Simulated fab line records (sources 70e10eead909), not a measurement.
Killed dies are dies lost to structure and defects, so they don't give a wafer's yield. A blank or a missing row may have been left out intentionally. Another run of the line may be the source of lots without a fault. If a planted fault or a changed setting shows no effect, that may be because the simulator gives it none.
Which tool is to blame? / flow nand-harc / 18 wafers from 6 lots sampled at 4 of the route's 1302 steps

== WHAT EACH GAUGE READ, for each wafer ==
NHARC_END_SORT_01.
lot=L230; measured=day 28 12:23; on=prober-02; killed-open=6 4 4
lot=L242; measured=day 33 09:45; on=prober-01; killed-open=6 3 7

== TOOL THAT RAN EACH LOT (tool first, then ch and the chambers of the sampled wafers, then the start) ==
lot=L221; NHARC_A_CHANNEL_HOLE_D2_ETCH_23=har-etch-01 ch 0,1, day 13 07:30; NHARC_A_CHANNEL_FILL_D2_ALD_15=ald-sin-batch-03 ch 0, day 14 01:10 or earlier; NHARC_A_CHANNEL_FILL_D2_ALD_16=ald-hk-01 ch 0,3, day 14 01:10
lot=L227; NHARC_A_CHANNEL_HOLE_D2_ETCH_23=har-etch-01 ch 0,1, day 16 04:28; NHARC_A_CHANNEL_FILL_D2_ALD_15=ald-sin-batch-02 ch 0, day 16 21:14 or earlier; NHARC_A_CHANNEL_FILL_D2_ALD_16=ald-hk-01 ch 0,1,2, day 16 21:14
lot=L230; NHARC_A_CHANNEL_HOLE_D2_ETCH_23=har-etch-02 ch 0,1, day 17 14:42; NHARC_A_CHANNEL_FILL_D2_ALD_15=ald-sin-batch-01 ch 0, day 18 07:28 or earlier; NHARC_A_CHANNEL_FILL_D2_ALD_16=ald-hk-02 ch 1,2,3, day 18 07:28
lot=L234; NHARC_A_CHANNEL_HOLE_D2_ETCH_23=har-etch-01 ch 0,1, day 19 17:08; NHARC_A_CHANNEL_FILL_D2_ALD_15=ald-sin-batch-01 ch 0, day 20 09:08; NHARC_A_CHANNEL_FILL_D2_ALD_16=ald-hk-01 ch 1,2,3, day 20 11:11
lot=L240; NHARC_A_CHANNEL_HOLE_D2_ETCH_23=har-etch-01 ch 0,1, day 21 10:16; NHARC_A_CHANNEL_FILL_D2_ALD_15=ald-sin-batch-01 ch 0, day 22 03:04; NHARC_A_CHANNEL_FILL_D2_ALD_16=ald-hk-01 ch 1,2,3, day 22 05:10
lot=L242; NHARC_A_CHANNEL_HOLE_D2_ETCH_23=har-etch-01 ch 0,1, day 22 08:44; NHARC_A_CHANNEL_FILL_D2_ALD_15=ald-sin-batch-02 ch 0, day 23 01:39 or earlier; NHARC_A_CHANNEL_FILL_D2_ALD_16=ald-hk-01 ch 0,2,3, day 23 01:39
- NHARC_A_CHANNEL_HOLE_D2_ETCH_23: etches the open film in C4F8/O2/Ar, time 819 s, target depth 1600 nm.
- NHARC_A_CHANNEL_FILL_D2_ALD_15: deposits SiNx, target thk 2 nm, pulse time 60 s, ald cycles 19.
- NHARC_A_CHANNEL_FILL_D2_ALD_16: deposits SiO2, target thk 1.5 nm, pulse time 10 s, ald cycles 15.

== THE ANSWER, worked out from the rows above alone ==
Rule: the usual values come from the lots themselves. The widest of any qualifying gaps counts: lots, ordered by their means at a reading, are off when they make up no more than a third of the lots, leave a main group of 4 or more, and stand apart from it by 3 or more times the standard deviation of that group's means. A main group is skipped when, at the precision printed for the reading in the tables above, its means are all equal. Also off: a lot with no number at a reading for which 4 or more lots have one. All remaining lots with rows at the step are treated as sound.
No lot is off at any reading shown: from this, nothing can be told.

== WHAT HAD BEEN PUT IN BY THE SIMULATOR ==
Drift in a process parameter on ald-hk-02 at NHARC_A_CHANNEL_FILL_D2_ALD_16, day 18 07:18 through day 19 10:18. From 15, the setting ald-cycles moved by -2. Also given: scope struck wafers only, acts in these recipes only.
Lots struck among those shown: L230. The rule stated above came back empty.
